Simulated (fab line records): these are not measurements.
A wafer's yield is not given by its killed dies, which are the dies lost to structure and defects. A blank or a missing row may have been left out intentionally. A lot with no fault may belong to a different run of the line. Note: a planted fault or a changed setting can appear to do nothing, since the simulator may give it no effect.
Problem report, 8D (eight disciplines) form, completed by code | flow nandHarc | the parts of the form that need people (team, actions taken, sign-off) are left out

1. THE PROBLEM
At NHARC_A_M1_DEP_33, rfFwdPowerW averages 376.4 W over 6 wafers from 2 lots, while fault-free wafers read 449.1 W, standard deviation 1.4. Relative to the usual mean, that is a shift of -52 standard deviations.
The step: deposits SiCN, target thk 30 nm.
Earliest sighting: wafer L471.1 on pecvd-04 at day 29 01:08. The record holds 36 wafers of 12 lots with a number at this step. Rule for "out" (also "out of limits"): further than 4 standard deviations from the usual mean. All remaining wafers that have a number are taken as sound.

2. WHAT IT IS AND WHAT IT IS NOT
question                    | is                     | is not
which readings at this step | rfFwdPowerW            | heaterPowerW, susceptorTempC
which lots                  | L471, L474             | L458, L459, L460, L463, L468, L469, L470, L472, L473, L481
which wafers of those lots  | all that have a number | -
read on which tools         | pecvd-04               | pecvd-02, pecvd-03
when                        | from day 29 01:08      | up to then (21 sound wafers); but 9 sound wafers of L472, L473, L481 came after

3. WHAT RULES OUT EACH SUSPECT
Counting: any tool at a process step up to the reading is kept as a suspect provided that every lot that is out went through it and no sound lot did after the first of them.
- rtpAnneal-02 at NHARC_A_M0_ANNEAL_30 (time 90 s): ruled out as a lasting fault. Sound lots L472, L481 ran on it after its first lot that is out, L471 (day 28 19:59).
- pecvd-04 at NHARC_A_M1_DEP_33 (deposits SiCN, target thk 30 nm): ruled out as a lasting fault. Sound lots L481 ran on it after its first lot that is out, L471 (day 29 01:08).
Left after counting: nothing in the record.

4. THE CAUSE (what the simulator had put in)
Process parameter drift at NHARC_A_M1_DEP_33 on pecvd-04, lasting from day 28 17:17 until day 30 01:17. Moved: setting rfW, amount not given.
Counting ruled it out, wrongly.

5. SEQUENCE OF EFFECTS, ordered by route
Each row: a reading where the mean over the struck wafers with a number is more than 3 standard deviations away from the usual. Only readings for which the record gives a usual standard deviation are gone through. hours: the time from each lot's start at the first step in this table that gives one to its start at this step, as a median over the lots. sigmas: the change in usual standard deviations.
hours | step              | reading     | usual   | on struck wafers | change | sigmas
0     | NHARC_A_M1_DEP_33 | rfFwdPowerW | 449.1 W | 376.4            | -72.7  | -52
Process steps it contains:
- NHARC_A_M1_DEP_33: deposits SiCN, target thk 30 nm.

6. HOW IT WOULD HAVE BEEN CAUGHT EARLIER
The fault began at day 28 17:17; the first out-of-limits reading in this record came at day 29 01:08, 8 hours later.
